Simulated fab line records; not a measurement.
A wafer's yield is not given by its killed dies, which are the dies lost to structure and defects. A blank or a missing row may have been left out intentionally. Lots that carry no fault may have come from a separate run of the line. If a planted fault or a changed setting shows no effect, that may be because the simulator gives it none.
fab line records    flow n5_finfet    part 2 of 2: steps 5 to 6 of 6
record lots=21  wafers=63  last_day=18
route steps=1938 shown DUMMY_GATE@251 SD_EPI_N@279 SD_EPI_P@311 SDB@347
lots that met no fault: taken from a fault-free run of the same line
start_h: hours from the record's opening day to when the first of the lot's shown wafers began    wait_h: hours elapsed since this lot's preceding step    " unchanged from the row above    L1.1+2: several wafers, shown together as one row    - no value, or no start was given    * or withheld: withheld    < > ~ a bound
route shown NAME@n: names a module that has steps shown in the file, with the first one's number in the route    usual: the fault-free wafers' mean and standard deviation    same: alike in all rows    chamber/n: place in a boat    sites: each site's reading    _std_site: standard deviation across them    _edge_site: inner sites' mean taken away from outer sites' mean    radius_mm: how far each site lies from the wafer's centre    mask NAME#n: copy n    behind: the last tool/chamber to shape the wafer    hold: the reason the lot was held/the length of the hold in hours/how it ended    device: names the non-switching transistor (n, p or np)    end of line: the same wafers' tests at the end of the route    step lacking rows: just its recipe    killed: dies that structure and defects cost at the first sort, which is not the same as the wafer's yield    map: dies across one wafer; x = killed, . = not, _ = none there
set.NAME: the setting the step ran with; set.NAME@STEP: the setting that earlier step ran with    model.NAME: the simulator's own value behind a step, which no gauge read
one table for each step of the route and one row for each wafer, over a sample of lots
services: when a tool's chamber went out of use (start_h, in hours from the record's first day, below 0 if earlier), for how many hours, and the reason
## steps
# step N5_SDB_DESCUM_16
# recipe chemistry=O2  time_s=7.9  source_power_w=50  bias_power_w=20  pressure_mtorr=20  rf_frequency_hz=2.712e+07  temp_c=40  resist=CAR-ArF  o2_flow_sccm=225
# usual drypump_motor_current_A=5.4/0.4  o2_flow_sccm=225.0/0.65  oes_product_au=0.81/0.089  rf_vpp_V=243.8/1.2  showerhead_plenum_p_Torr=2.13/0.051  throttle_valve_pct=20.45/0.21
lot.wafer  tool         chamber  start_h  wait_h  drypump_motor_current_A  o2_flow_sccm  oes_product_au  rf_hours_counter_h  rf_vpp_V  showerhead_plenum_p_Torr  throttle_valve_pct
L074.2     rie_diel-01  0        68.44    0.0     5.3                      225.1         0.94            22                  246.1     2.22                      20.10
L074.3     "            1        "        "       5.9                      225.1         0.71            183                 244.6     2.16                      20.37
L074.4     "            3        "        "       5.7                      225.7         1.01            1                   242.5     2.06                      20.20
L076.2     rie_diel-04  3        76.89    0.0     5.6                      224.7         0.91            18                  245.4     2.14                      20.39
L076.3     "            0        "        "       5.7                      224.1         0.74            185                 243.2     2.08                      20.56
L076.5     "            0        "        "       5.8                      224.0         0.74            -                   243.1     2.08                      20.53
L075.4     rie_diel-04  3        79.69    0.0     5.6                      224.7         0.92            -                   243.6     2.14                      20.39
L075.5     "            0        "        "       5.8                      223.8         0.74            -                   242.6     2.08                      20.56
L075.6     "            2        "        "       5.4                      226.0         0.91            -                   244.5     2.14                      20.41
L077.4     rie_diel-01  2        85.27    0.0     6.1                      226.1         0.94            17                  246.0     2.24                      20.22
L077.5     "            2        "        "       6.1                      225.9         0.94            -                   245.7     2.24                      20.23
L077.6     "            3        "        "       5.7                      224.9         0.96            -                   242.2     2.05                      20.20
L078.1     rie_diel-02  3        104.67   0.0     5.1                      225.8         0.76            146                 242.9     2.17                      20.28
L078.3     "            1        "        "       4.7                      226.1         0.86            70                  243.0     2.12                      20.62
L078.4     "            2        "        "       5.5                      224.7         0.75            151                 244.6     2.10                      20.36
L079.2     rie_diel-02  0        105.30   0.0     5.7                      225.3         0.70            199                 243.1     2.17                      20.82
L079.5     "            0        "        "       5.7                      225.1         0.70            -                   243.8     2.17                      20.82
L079.6     "            1        "        "       4.7                      225.1         0.85            -                   242.5     2.12                      20.59
L080.2     rie_diel-02  2        106.97   0.0     5.5                      225.7         0.74            152                 243.8     2.10                      20.35
L080.3     "            3        "        "       5.1                      224.7         0.76            147                 244.7     2.17                      20.27
L080.6     "            0        "        "       5.7                      224.6         0.71            -                   244.9     2.17                      20.82
L081.3     rie_diel-01  0        111.49   0.0     5.3                      225.8         0.89            37                  245.7     2.22                      20.14
L081.5     "            3        "        "       5.7                      225.4         0.93            -                   243.3     2.05                      20.23
L081.6     "            0        "        "       5.3                      225.2         0.90            -                   245.9     2.22                      20.15
L082.2     rie_diel-02  1        112.71   0.2     4.7                      223.7         0.85            74                  244.1     2.12                      20.60
L082.4     "            3        "        "       5.1                      224.8         0.76            149                 244.3     2.17                      20.27
L082.5     "            2        "        "       5.5                      224.9         0.74            -                   243.0     2.10                      20.36
L084.2     rie_diel-01  1        127.35   0.0     5.9                      225.7         0.70            205                 244.2     2.15                      20.40
L084.3     "            3        "        "       5.7                      225.3         0.92            22                  241.9     2.05                      20.23
L084.4     "            0        "        "       5.3                      224.8         0.90            44                  246.4     2.21                      20.13
L085.1     rie_diel-02  0        129.51   0.1     5.6                      225.1         0.72            205                 245.0     2.16                      20.84
L085.2     "            1        "        "       4.7                      226.1         0.85            82                  244.6     2.11                      20.61
L085.3     "            3        "        "       5.1                      224.4         0.75            157                 244.7     2.17                      20.29
L086.4     rie_diel-04  2        145.57   0.0     5.4                      226.2         0.88            -                   242.4     2.13                      20.44
L086.5     "            0        "        "       5.7                      225.1         0.72            -                   243.6     2.08                      20.60
L086.6     "            1        "        "       5.4                      225.4         0.92            -                   243.2     2.05                      20.34
L088.2     rie_diel-02  1        150.77   0.0     4.7                      226.0         0.84            85                  243.7     2.11                      20.61
L088.3     "            3        "        "       5.1                      225.8         0.74            164                 242.8     2.17                      20.30
L088.5     "            1        "        "       4.7                      226.0         0.84            -                   244.3     2.11                      20.61
L089.3     rie_diel-04  1        156.70   0.0     5.4                      225.2         0.92            26                  243.3     2.05                      20.35
L089.4     "            0        "        "       5.7                      225.2         0.72            -                   242.3     2.07                      20.61
L089.5     "            1        "        "       5.4                      225.3         0.91            -                   241.6     2.05                      20.36
L090.2     rie_diel-02  3        162.21   0.1     5.1                      224.5         0.74            168                 245.7     2.17                      20.30
L090.3     "            2        "        "       5.5                      224.8         0.73            174                 243.5     2.09                      20.38
L090.4     "            1        "        "       4.7                      225.5         0.84            89                  244.2     2.11                      20.63
L091.1     rie_diel-01  1        167.84   0.0     5.9                      224.6         0.69            215                 241.6     2.15                      20.42
L091.3     "            3        "        "       5.7                      225.0         0.89            37                  244.2     2.05                      20.28
L091.6     "            1        "        "       5.9                      224.7         0.69            -                   243.2     2.15                      20.41
L092.2     rie_diel-02  3        172.74   0.0     5.1                      224.8         0.73            172                 246.1     2.16                      20.31
L092.5     "            1        "        "       4.7                      225.5         0.83            -                   242.8     2.11                      20.62
L092.6     "            2        "        "       5.5                      225.5         0.72            -                   244.0     2.09                      20.40
L093.1     rie_diel-04  3        181.39   0.0     5.6                      224.0         0.85            51                  243.3     2.13                      20.44
L093.3     "            2        "        "       5.4                      224.1         0.85            67                  243.9     2.13                      20.47
L093.6     "            2        "        "       5.4                      224.0         0.86            -                   243.1     2.13                      20.46
L094.1     rie_diel-02  3        188.08   0.1     5.1                      225.6         0.72            178                 242.8     2.16                      20.33
L094.2     "            1        "        "       4.7                      223.8         0.82            96                  244.5     2.11                      20.64
L094.3     "            2        "        "       5.5                      225.7         0.72            184                 242.9     2.09                      20.39
L095.2     rie_diel-04  3        192.71   0.0     5.6                      224.3         0.86            55                  244.0     2.13                      20.44
L095.3     "            1        "        "       5.4                      225.1         0.90            38                  241.9     2.05                      20.38
L095.6     "            2        "        "       5.4                      224.0         0.85            -                   243.3     2.13                      20.47
L097.1     rie_diel-02  0        207.88   0.0     5.7                      224.1         0.68            232                 243.8     2.15                      20.89
L097.3     "            1        "        "       4.7                      225.3         0.82            104                 242.9     2.11                      20.65
L097.6     "            0        "        "       5.6                      224.8         0.68            -                   244.3     2.15                      20.88
# step N5_SDB_CUT_ETCH_26
# recipe chemistry=HBr/Cl2/O2  target=Si  target_depth_a=1296  bt_time_s=20  mask_material=SiNx  time_s=51.8  ion_energy_ev=*  bias_w=*  pressure_mtorr=10  icp_w=800  HBr_flow_sccm=150  Cl2_flow_sccm=80  O2_flow_sccm=12
# usual drypump_motor_current_A=5.6/0.51  he_backside_leak_sccm=2.9/0.3  oes_product_au=0.994/0.011  throttle_valve_pct=37.20/0.27
lot.wafer  tool       chamber  start_h  wait_h  drypump_motor_current_A  he_backside_leak_sccm  oes_product_au  rf_hours_counter_h  throttle_valve_pct
L074.2     rie_si-06  2        69.31    0.1     6.1                      3.0                    0.989           104                 36.98
L074.3     "          3        "        "       6.2                      2.8                    0.988           46                  37.20
L074.4     "          3        "        "       6.2                      2.8                    0.989           -                   37.22
L076.2     rie_si-02  0        77.52    0.1     5.7                      2.4                    1.011           98                  37.45
L076.3     "          3        "        "       6.0                      2.7                    0.985           74                  37.15
L076.5     "          3        "        "       6.0                      2.8                    0.985           -                   37.14
L075.4     rie_si-02  1        80.66    0.1     6.0                      3.3                    1.015           -                   37.14
L075.5     "          0        "        "       5.7                      2.8                    1.010           -                   37.47
L075.6     "          3        "        "       6.0                      2.7                    0.982           -                   37.15
L077.4     rie_si-02  0        85.93    0.1     5.7                      2.8                    1.000           -                   37.47
L077.5     "          1        "        "       6.0                      3.4                    1.014           -                   37.11
L077.6     "          3        "        "       6.0                      2.7                    0.991           -                   37.11
L078.1     rie_si-01  0        105.28   0.1     6.2                      2.7                    1.010           156                 37.36
L078.3     "          3        "        "       4.7                      3.0                    0.993           41                  37.40
L078.4     "          2        "        "       5.3                      3.0                    0.987           105                 37.07
L079.2     rie_si-02  3        105.97   0.1     6.0                      2.5                    0.982           75                  37.14
L079.5     "          1        "        "       6.0                      3.4                    1.008           -                   37.11
L079.6     "          2        "        "       5.5                      3.0                    0.976           -                   37.60
L080.2     rie_si-06  2        107.59   0.1     6.1                      2.9                    0.989           105                 36.99
L080.3     "          2        "        "       6.1                      3.0                    0.992           -                   36.99
L080.6     "          1        "        "       5.0                      2.8                    0.989           -                   36.77
L081.3     rie_si-01  3        112.14   0.1     4.7                      2.9                    1.003           41                  37.42
L081.5     "          2        "        "       5.3                      3.1                    0.976           -                   37.08
L081.6     "          3        "        "       4.7                      2.9                    0.991           -                   37.41
L082.2     rie_si-02  3        113.46   0.1     6.0                      2.6                    0.982           75                  37.15
L082.4     "          1        "        "       6.0                      3.5                    1.006           143                 37.10
L082.5     "          3        "        "       6.0                      2.7                    0.991           -                   37.15
L084.2     rie_si-06  2        127.96   0.1     6.1                      2.9                    0.990           106                 36.99
L084.3     "          1        "        "       5.0                      2.9                    0.991           125                 36.75
L084.4     "          3        "        "       6.2                      2.8                    0.981           47                  37.21
L085.1     rie_si-06  2        130.12   0.1     6.1                      3.0                    0.991           106                 36.99
L085.2     "          1        "        "       5.0                      2.7                    0.988           125                 36.76
L085.3     "          3        "        "       6.2                      2.6                    0.991           47                  37.22
L086.4     rie_si-01  2        146.17   0.0     5.4                      3.0                    0.990           106                 37.07
L086.5     "          2        "        "       5.4                      3.0                    0.985           -                   37.06
L086.6     "          1        "        "       5.7                      2.6                    1.003           -                   37.09
L088.2     rie_si-06  0        151.91   0.1     4.9                      2.6                    0.995           2                   37.72
L088.3     "          1        "        "       5.0                      2.8                    0.998           126                 36.75
L088.5     "          1        "        "       5.0                      2.9                    0.986           -                   36.74
L089.3     rie_si-06  2        157.50   0.1     6.1                      3.0                    0.992           106                 36.99
L089.4     "          0        "        "       4.9                      5.0                    0.993           2                   37.73
L089.5     "          3        "        "       6.1                      2.7                    0.982           -                   37.22
L090.2     rie_si-06  1        163.04   0.1     5.0                      2.6                    0.998           126                 36.75
L090.3     "          3        "        "       6.1                      2.9                    0.988           47                  37.20
L090.4     "          2        "        "       6.1                      2.9                    0.992           106                 37.00
L091.1     rie_si-02  1        168.65   0.1     6.0                      3.4                    1.016           144                 37.12
L091.3     "          3        "        "       6.0                      2.6                    0.986           76                  37.15
L091.6     "          2        "        "       5.5                      3.0                    0.978           -                   37.61
L092.2     rie_si-06  2        173.56   0.1     6.1                      3.0                    0.988           107                 37.00
L092.5     "          3        "        "       6.1                      2.7                    0.985           -                   37.21
L092.6     "          0        "        "       4.9                      2.8                    0.997           -                   37.74
L093.1     rie_si-01  1        182.42   0.1     5.7                      2.7                    1.006           21                  37.07
L093.3     "          2        "        "       5.3                      2.9                    0.979           107                 37.08
L093.6     "          1        "        "       5.7                      2.5                    1.003           -                   37.08
L094.1     rie_si-01  2        188.82   0.1     5.3                      3.1                    0.984           107                 37.07
L094.2     "          3        "        "       4.7                      3.0                    0.999           42                  37.42
L094.3     "          1        "        "       5.7                      2.6                    1.010           21                  37.08
L095.2     rie_si-01  3        193.33   0.1     4.7                      3.0                    1.000           42                  37.44
L095.3     "          0        "        "       6.1                      2.6                    1.006           157                 37.38
L095.6     "          3        "        "       4.7                      3.0                    0.994           -                   37.41
L097.1     rie_si-01  0        208.49   0.1     6.2                      2.6                    1.010           158                 37.36
L097.3     "          3        "        "       4.7                      3.1                    0.997           42                  37.43
L097.6     "          3        "        "       4.7                      3.1                    0.991           -                   37.40
## services
tool         chamber  start_h  hours  kind
rie_si-02    3        27.73    6.7    repair
rie_diel-04  0        37.44    4.8    repair
rie_diel-06  1        45.23    9.4    repair
rie_diel-04  -        89.16    0.4    repair
rie_si-06    1        90.62    10.5   repair
rie_si-06    -        90.73    0.3    repair
rie_si-06    3        95.15    22.9   repair
rie_si-06    0        105.77   2.3    repair
rie_diel-02  0        113.52   7.3    repair
rie_si-06    0        129.46   5.0    repair
pecvd-01     0        130.82   18.9   repair
rie_diel-01  1        136.85   10.3   repair
rie_diel-02  1        137.28   9.5    repair
rie_diel-06  1        144.27   14.9   repair
rie_diel-04  3        144.66   14.2   repair
rie_diel-03  3        152.15   13.5   repair
rie_diel-03  -        157.17   10.0   pm
pecvd-04     -        158.24   2.8    pm
rie_diel-02  -        159.50   1.4    repair
pecvd-01     -        168.97   1.6    repair
rie_diel-01  0        183.85   7.7    repair
pecvd-04     -        184.15   6.0    pm
rie_diel-02  3        195.74   3.8    repair
rie_diel-04  1        207.48   14.3   repair
